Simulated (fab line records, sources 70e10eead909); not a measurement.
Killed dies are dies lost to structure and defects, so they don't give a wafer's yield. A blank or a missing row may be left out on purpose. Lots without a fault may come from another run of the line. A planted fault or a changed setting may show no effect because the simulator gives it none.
Problem report in the 8D (eight disciplines) form, filled by code | flow nand_harc | the parts of the form that need people (team, actions taken, sign-off) are left out

1. THE PROBLEM
thk_nm at NHARC_A_ONON_D2_THK_MEAS_02 reads a mean of 676 nm on 2 wafers of 1 lot; wafers without a fault read 1000 nm with a standard deviation of 12. That is -27 standard deviations from the usual mean.
The step: measures by ellipsometry.
First seen on wafer L274.2, day 18 23:46, on film_metro-02. The record holds 38 wafers of 13 lots with a number at this step. Rule for "out", or "out of limits": more than 4 standard deviations from the usual mean. The other wafers with a number count as sound.

2. WHAT IT IS AND WHAT IT IS NOT
question                    | is                     | is not
which readings at this step | thk_nm                 | -
which lots                  | L274                   | L258, L259, L260, L261, L262, L263, L265, L266, L278, L279, L280, L281
which wafers of those lots  | all that have a number | -
read on which gauges        | film_metro-02          | film_metro-01
when                        | from day 18 23:46      | up to then (24 sound wafers); but 12 sound wafers of L278, L279, L280, L281 came after

3. SUSPECTS, AND WHAT RULES EACH OUT
Counting: a tool at a process step up to the reading stays a suspect if it ran every lot that is out and no sound lot after the first of them.
- the gauge at NHARC_A_ONON_D2_THK_MEAS_02: ruled out. All the wafers that are out were read on film_metro-02, but those of them that NHARC_END_SORT_01 has rows for are out there too, on other tools.
- pecvd_onon-03 at NHARC_A_ONON_D2_DEP_00 (target thk 1000 nm): ruled out as a lasting fault. Sound lots L280 ran on it after its first lot that is out, L274 (day 18 23:19).
Left after counting: nothing in the record.

4. THE CAUSE (what the simulator had put in)
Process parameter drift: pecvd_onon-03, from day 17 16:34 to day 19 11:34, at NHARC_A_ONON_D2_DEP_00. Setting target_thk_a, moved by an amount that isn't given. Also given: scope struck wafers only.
Counting ruled it out, wrongly: the rule takes a fault to strike every lot that its tool runs from its start on, and this one did not.

5. THE CHAIN OF EFFECTS, in route order
Each row: a reading whose mean over the struck wafers that have a number lies more than 3 standard deviations from the usual. Only readings for which the record gives a usual standard deviation are gone through. hours: the time from each lot's start at the first step in this table that gives one to its start at this step, as a median over the lots. sigmas: the change in usual standard deviations.
hours | step                        | reading         | usual   | on struck wafers | change | sigmas
0     | NHARC_A_ONON_D2_THK_MEAS_02 | thk_nm          | 1000 nm | 676              | -324   | -27
275   | NHARC_END_SORT_01           | killed_at_array | 55      | 671              | +616   | +51
275   | NHARC_END_SORT_01           | killed_dies     | 60      | 677              | +617   | +51

6. WHAT WOULD HAVE CAUGHT IT SOONER
In this record the first reading out of limits at a measuring or inspecting step was taken at day 18 23:46, 31 hours after the fault began at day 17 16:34.
Of the tool readings at NHARC_A_ONON_D2_DEP_00 for which the record gives a usual standard deviation, none was out on any struck wafer, so an alarm limit of 4 standard deviations on them would not have fired.
